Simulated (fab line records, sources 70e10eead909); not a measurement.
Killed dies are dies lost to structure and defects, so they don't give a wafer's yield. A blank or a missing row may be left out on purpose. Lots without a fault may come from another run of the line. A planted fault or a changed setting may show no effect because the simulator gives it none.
A struck lot beside a sound one | flow nand_harc | 14 steps out of a route of 1302
Sound: wafers L428.1, L428.3, L428.6. Struck: wafers L435.1, L435.5, L435.6. The cause comes at the end.
At each step with rows: each side's tool, then ch and its chambers, then its first start. Under that, the readings that differ: sound wafers | struck wafers | difference of the means | sigmas: that difference in standard deviations of wafers without a fault.
alike: readings whose means differ by less than 2 such deviations, and words and numbers that are the same on both sides. not compared: withheld readings, readings that some wafer has no value for, bounds like >300 that may hide the same value, and numbers for which the record gives no deviation and whose values overlap.
The two part at a step that has a row with sigmas, a row that says differs or no value, or rows on one side only. Numbers that don't overlap but have no deviation are shown without sigmas and don't part them. A reading that every wafer of one side lacks parts them only if that side has two wafers or more.

first, 7 steps without rows for these wafers: NHARC_P_STI_COAT_41 (time 65 s); NHARC_P_STI_COAT_03 (resist thk 600 nm); NHARC_P_STI_SOFTBAKE_04 (time 70 s); NHARC_P_STI_EBR_05; NHARC_P_STI_EXPOSE_06 (exposes mask P STI, target cd 200 nm); NHARC_P_STI_PEB_07 (peb time 80 s); NHARC_P_STI_DEVELOP_08 (time 50 s).
NHARC_P_STI_CD_MEAS_09: target cd 200 nm.
  sound on cd_sem-02 ch 0, day 5 17:31; struck on cd_sem-01 ch 0, day 8 15:21
  alike: cd_nm
NHARC_P_STI_OVL_MEAS_10:
  sound on overlay-01, day 5 17:37; struck on overlay-01, day 8 15:26
  alike: overlay_x_nm, overlay_y_nm
NHARC_P_STI_INSPECT_11:
  sound on defect_inspect-01, day 5 17:39; struck on defect_inspect-02, day 8 15:28
  alike: raw_defect_count
then, 1 step without rows for these wafers: NHARC_P_STI_HARDBAKE_13 (time 65 s).
NHARC_P_STI_DESCUM_14: chemistry O2, time 3 s.
  sound on rie_diel-12 ch 0,3, day 5 17:47; struck on rie_diel-12 ch 2,3, day 8 15:36
  alike: drypump_motor_current_A, oes_product_au, rf_vpp_V, showerhead_plenum_p_Torr, throttle_valve_pct
  not compared: rf_hours_counter_h
NHARC_P_STI_ETCH_42: etches the open film in N2/H2, target depth 80 nm, overetch 24 nm, time 61 s.
  sound on rie_diel-12 ch 1,2,3, day 5 17:52; struck on rie_diel-12 ch 1,2,3, day 8 15:43
  no value came back on the struck wafers for any of 8 readings (bias_w (W), chamber_pressure_mTorr (mTorr) and others); on the sound wafers bias_w (W) reads 150.0 150.1 150.8
  not compared: rf_hours_counter_h
NHARC_P_STI_ETCH_31: etches the open film in CF4/CHF3, target depth 108.9 nm, time 54.5 s.
  sound on rie_diel-12 ch 0,1,2; struck on rie_diel-12 ch 1,2, day 8 15:46
  alike: bias_w, cf4_flow_sccm, drypump_motor_current_A, oes_product_au, rf_fwd_power_W, rf_vpp_V, showerhead_plenum_p_Torr, throttle_valve_pct
  not compared: rf_hours_counter_h

WHERE THEY PART
Only at NHARC_P_STI_ETCH_42, within this record. Later steps at which nothing parts them and some readings are alike: NHARC_P_STI_ETCH_31.

WHY: what the simulator had put in
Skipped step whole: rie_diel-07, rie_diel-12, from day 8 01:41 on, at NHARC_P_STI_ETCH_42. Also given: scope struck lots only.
